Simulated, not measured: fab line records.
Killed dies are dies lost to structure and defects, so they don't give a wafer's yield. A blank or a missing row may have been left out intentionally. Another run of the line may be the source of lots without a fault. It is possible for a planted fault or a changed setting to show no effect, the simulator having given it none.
The tool behind it: which one?    flow n5 finfet    24 lots, 72 wafers sampled, at 5 steps of a route of 1938

== WHAT THE GAUGES READ, wafer by wafer ==
N5_BEOL_M3_INSPECT_59: inspects for defects (darkfield). Usual: raw defect count reads 69 (standard deviation 24).
lot   measured      on                 raw defect count  flag
L075  day 7 10:10   defect inspect-01  73 90 72          
L074  day 7 13:44   defect inspect-02  94 95 72          
L076  day 7 15:33   defect inspect-02  54 66 86          
L077  day 7 21:11   defect inspect-02  60 70 85          
L078  day 8 11:04   defect inspect-02  72 166 75         
L079  day 8 12:40   defect inspect-02  71 49 36          
L080  day 10 13:42  defect inspect-02  123 75 78         
L082  day 10 15:56  defect inspect-02  84 76 104         
L083  day 10 18:05  defect inspect-02  108 87 104        
L084  day 10 19:11  defect inspect-01  41 35 58          
L085  day 10 20:07  defect inspect-01  33 59 30          
L086  day 10 23:28  defect inspect-01  99 85 70          
L087  day 11 01:19  defect inspect-01  54 44 35          
L088  day 11 03:41  defect inspect-02  66 72 66          
L089  day 11 04:14  defect inspect-01  81 90 59          
L090  day 11 05:19  defect inspect-01  34 34 30          
L091  day 11 18:50  defect inspect-02  80 81 62          
L092  day 12 02:04  defect inspect-01  50 63 74          
L093  day 12 19:19  defect inspect-02  41 35 61          
L094  day 12 21:11  defect inspect-02  71 39 44          
L095  day 13 00:38  defect inspect-01  103 107 54        
L096  day 13 06:41  defect inspect-01  51 50 52          
L081  day 13 09:13  defect inspect-01  27 40 45          
L097  day 13 18:49  defect inspect-02  117 91 75         

== WHICH TOOL RAN EACH LOT (tool, then ch and the chambers of the sampled wafers, then the start) ==
lot   N5_BEOL_M3_ANNEAL_80          N5_BEOL_M3_SPUTTER_81         N5_BEOL_M3_ANNEAL_91          N5_BEOL_M3_SPUTTER_96
L075  pvd sputter-03, day 7 07:35   pvd sputter-03, day 7 07:43   pvd sputter-03, day 7 08:28   pvd sputter-03, day 7 09:02
L074  pvd sputter-03, day 7 11:11   pvd sputter-03, day 7 11:20   pvd sputter-03, day 7 12:04   pvd sputter-03, day 7 12:39
L076  pvd sputter-02, day 7 13:01   pvd sputter-02, day 7 13:09   pvd sputter-02, day 7 13:53   pvd sputter-02, day 7 14:28
L077  pvd sputter-03, day 7 18:37   pvd sputter-03, day 7 18:46   pvd sputter-03, day 7 19:30   pvd sputter-03, day 7 20:05
L078  pvd sputter-03, day 8 08:28   pvd sputter-03, day 8 08:37   pvd sputter-03, day 8 09:21   pvd sputter-03, day 8 09:56
L079  pvd sputter-01, day 8 09:37   pvd sputter-01, day 8 09:46   pvd sputter-01, day 8 10:31   pvd sputter-01, day 8 11:05
L080  pvd sputter-02, day 10 11:10  pvd sputter-02, day 10 11:18  pvd sputter-02, day 10 12:02  pvd sputter-02, day 10 12:37
L082  pvd sputter-02, day 10 13:24  pvd sputter-02, day 10 13:32  pvd sputter-02, day 10 14:17  pvd sputter-02, day 10 14:52
L083  pvd sputter-02, day 10 15:32  pvd sputter-02, day 10 15:41  pvd sputter-02, day 10 16:25  pvd sputter-02, day 10 17:00
L084  pvd sputter-03, day 10 16:32  pvd sputter-03, day 10 16:40  pvd sputter-03, day 10 17:25  pvd sputter-03, day 10 17:59
L085  pvd sputter-02, day 10 17:23  pvd sputter-02, day 10 17:31  pvd sputter-02, day 10 18:16  pvd sputter-02, day 10 18:50
L086  pvd sputter-01, day 10 20:23  pvd sputter-01, day 10 20:31  pvd sputter-01, day 10 21:16  pvd sputter-01, day 10 21:50
L087  pvd sputter-03, day 10 22:32  pvd sputter-03, day 10 22:41  pvd sputter-03, day 10 23:31  pvd sputter-03, day 11 00:10
L088  pvd sputter-02, day 11 01:09  pvd sputter-02, day 11 01:17  pvd sputter-02, day 11 02:02  pvd sputter-02, day 11 02:37
L089  pvd sputter-03, day 11 01:30  pvd sputter-03, day 11 01:40  pvd sputter-03, day 11 02:29  pvd sputter-03, day 11 03:08
L090  pvd sputter-01, day 11 02:46  pvd sputter-01, day 11 02:55  pvd sputter-01, day 11 03:39  pvd sputter-01, day 11 04:14
L091  pvd sputter-02, day 11 16:18  pvd sputter-02, day 11 16:26  pvd sputter-02, day 11 17:11  pvd sputter-02, day 11 17:46
L092  pvd sputter-01, day 11 23:22  pvd sputter-01, day 11 23:31  pvd sputter-01, day 12 00:15  pvd sputter-01, day 12 00:50
L093  pvd sputter-02, day 12 16:47  pvd sputter-02, day 12 16:55  pvd sputter-02, day 12 17:40  pvd sputter-02, day 12 18:14
L094  pvd sputter-02, day 12 18:40  pvd sputter-02, day 12 18:48  pvd sputter-02, day 12 19:32  pvd sputter-02, day 12 20:07
L095  pvd sputter-03, day 12 21:48  pvd sputter-03, day 12 21:56  pvd sputter-03, day 12 22:41  pvd sputter-03, day 12 23:16
L096  pvd sputter-03, day 13 04:02  pvd sputter-03, day 13 04:10  pvd sputter-03, day 13 04:55  pvd sputter-03, day 13 05:29
L081  pvd sputter-01, day 13 06:30  pvd sputter-01, day 13 06:38  pvd sputter-01, day 13 07:23  pvd sputter-01, day 13 07:58
L097  pvd sputter-03, day 13 16:04  pvd sputter-03, day 13 16:12  pvd sputter-03, day 13 16:56  pvd sputter-03, day 13 17:31
- N5_BEOL_M3_ANNEAL_80: time 240 s.
- N5_BEOL_M3_SPUTTER_81: material Cu, target thk 4.5 nm, time 8.29 s.
- N5_BEOL_M3_ANNEAL_91: time 240 s.
- N5_BEOL_M3_SPUTTER_96: material Cu, target thk 4.5 nm, time 8.29 s.

== AS READ BY THE TOOLS THEMSELVES (means over the sampled wafers that have a number; for cases with no such wafer, the mark the record gives instead) ==
N5_BEOL_M3_ANNEAL_80. Usual: heater power w reads 876 W (standard deviation 140).
lot   tool            heater power w (W)  flag
L075  pvd sputter-03  845                 
L074  pvd sputter-03  834                 
L076  pvd sputter-02  761                 
L077  pvd sputter-03  964                 
L078  pvd sputter-03  976                 
L079  pvd sputter-01  883                 
L080  pvd sputter-02  872                 
L082  pvd sputter-02  909                 
L083  pvd sputter-02  907                 
L084  pvd sputter-03  824                 
L085  pvd sputter-02  722                 
L086  pvd sputter-01  888                 
L087  pvd sputter-03  946                 
L088  pvd sputter-02  829                 
L089  pvd sputter-03  972                 
L090  pvd sputter-01  826                 
L091  pvd sputter-02  891                 
L092  pvd sputter-01  859                 
L093  pvd sputter-02  946                 
L094  pvd sputter-02  946                 
L095  pvd sputter-03  937                 
L096  pvd sputter-03  839                 
L081  pvd sputter-01  803                 
L097  pvd sputter-03  937                 

N5_BEOL_M3_SPUTTER_81. Usual: chuck sensor temp C -16.1 C, standard deviation 0.55; throttle valve pct 30.0 %, standard deviation 0.61.
lot   tool            chuck sensor temp C (C)  throttle valve pct (%)  flag
L075  pvd sputter-03  -16.6                    29.9                    
L074  pvd sputter-03  -16.6                    30.0                    
L076  pvd sputter-02  -15.2                    30.6                    
L077  pvd sputter-03  -16.3                    29.7                    
L078  pvd sputter-03  -16.6                    29.3                    
L079  pvd sputter-01  -16.1                    30.5                    
L080  pvd sputter-02  -15.7                    30.2                    
L082  pvd sputter-02  -15.5                    30.4                    
L083  pvd sputter-02  -15.6                    30.2                    
L084  pvd sputter-03  -16.7                    29.7                    
L085  pvd sputter-02  -15.4                    30.5                    
L086  pvd sputter-01  -16.2                    30.3                    
L087  pvd sputter-03  -16.5                    29.6                    
L088  pvd sputter-02  -15.3                    30.4                    
L089  pvd sputter-03  -16.5                    29.5                    
L090  pvd sputter-01  -15.7                    29.8                    
L091  pvd sputter-02  -15.7                    30.2                    
L092  pvd sputter-01  -16.1                    30.4                    
L093  pvd sputter-02  -15.8                    29.9                    
L094  pvd sputter-02  -15.8                    30.1                    
L095  pvd sputter-03  -16.4                    29.8                    
L096  pvd sputter-03  -16.7                    29.9                    
L081  pvd sputter-01  -16.1                    31.2                    
L097  pvd sputter-03  -16.6                    29.7                    

N5_BEOL_M3_ANNEAL_91. Usual: heater power w reads 878 W (standard deviation 140).
lot   tool            heater power w (W)  flag
L075  pvd sputter-03  837                 
L074  pvd sputter-03  836                 
L076  pvd sputter-02  766                 
L077  pvd sputter-03  930                 
L078  pvd sputter-03  984                 
L079  pvd sputter-01  889                 
L080  pvd sputter-02  878                 
L082  pvd sputter-02  906                 
L083  pvd sputter-02  913                 
L084  pvd sputter-03  828                 
L085  pvd sputter-02  729                 
L086  pvd sputter-01  866                 
L087  pvd sputter-03  957                 
L088  pvd sputter-02  818                 
L089  pvd sputter-03  984                 
L090  pvd sputter-01  836                 
L091  pvd sputter-02  878                 
L092  pvd sputter-01  845                 
L093  pvd sputter-02  947                 
L094  pvd sputter-02  937                 
L095  pvd sputter-03  942                 
L096  pvd sputter-03  842                 
L081  pvd sputter-01  824                 
L097  pvd sputter-03  942                 

N5_BEOL_M3_SPUTTER_96. Usual: chuck sensor temp C -16.1 C, standard deviation 0.55; throttle valve pct 30.0 %, standard deviation 0.64.
lot   tool            chuck sensor temp C (C)  throttle valve pct (%)  flag
L075  pvd sputter-03  -16.6                    29.7                    
L074  pvd sputter-03  -16.7                    29.7                    
L076  pvd sputter-02  -15.2                    30.7                    
L077  pvd sputter-03  -16.3                    29.7                    
L078  pvd sputter-03  -16.5                    29.6                    
L079  pvd sputter-01  -16.2                    30.4                    
L080  pvd sputter-02  -15.8                    30.1                    
L082  pvd sputter-02  -15.5                    30.3                    
L083  pvd sputter-02  -15.6                    30.2                    
L084  pvd sputter-03  -16.8                    29.6                    
L085  pvd sputter-02  -15.5                    30.4                    
L086  pvd sputter-01  -16.1                    30.4                    
L087  pvd sputter-03  -16.5                    29.6                    
L088  pvd sputter-02  -15.3                    30.4                    
L089  pvd sputter-03  -16.6                    29.4                    
L090  pvd sputter-01  -15.8                    29.9                    
L091  pvd sputter-02  -15.8                    30.1                    
L092  pvd sputter-01  -16.0                    30.3                    
L093  pvd sputter-02  -15.8                    29.9                    
L094  pvd sputter-02  -15.8                    29.9                    
L095  pvd sputter-03  -16.5                    29.6                    
L096  pvd sputter-03  -16.6                    29.9                    
L081  pvd sputter-01  -16.1                    31.3                    
L097  pvd sputter-03  -16.5                    29.5                    

== THE ANSWER, worked out from the rows above alone ==
Rule: lot off if the mean of its wafers having a number is beyond 3 standard deviations from the usual mean. Also off: a lot with no number at a reading for which 4 or more lots have one. Any other lot the step has rows for is counted as sound. Order of review: gauges by route order, followed by the tools' own readings, for which a lot's mean as printed above is used. The first step at which some lot is off is used, and at that step the reading that is off furthest; a lot without a number counts as furthest.
None of the lots is off at any reading shown; this tells nothing.

== WHAT THE SIMULATOR HAD INSERTED ==
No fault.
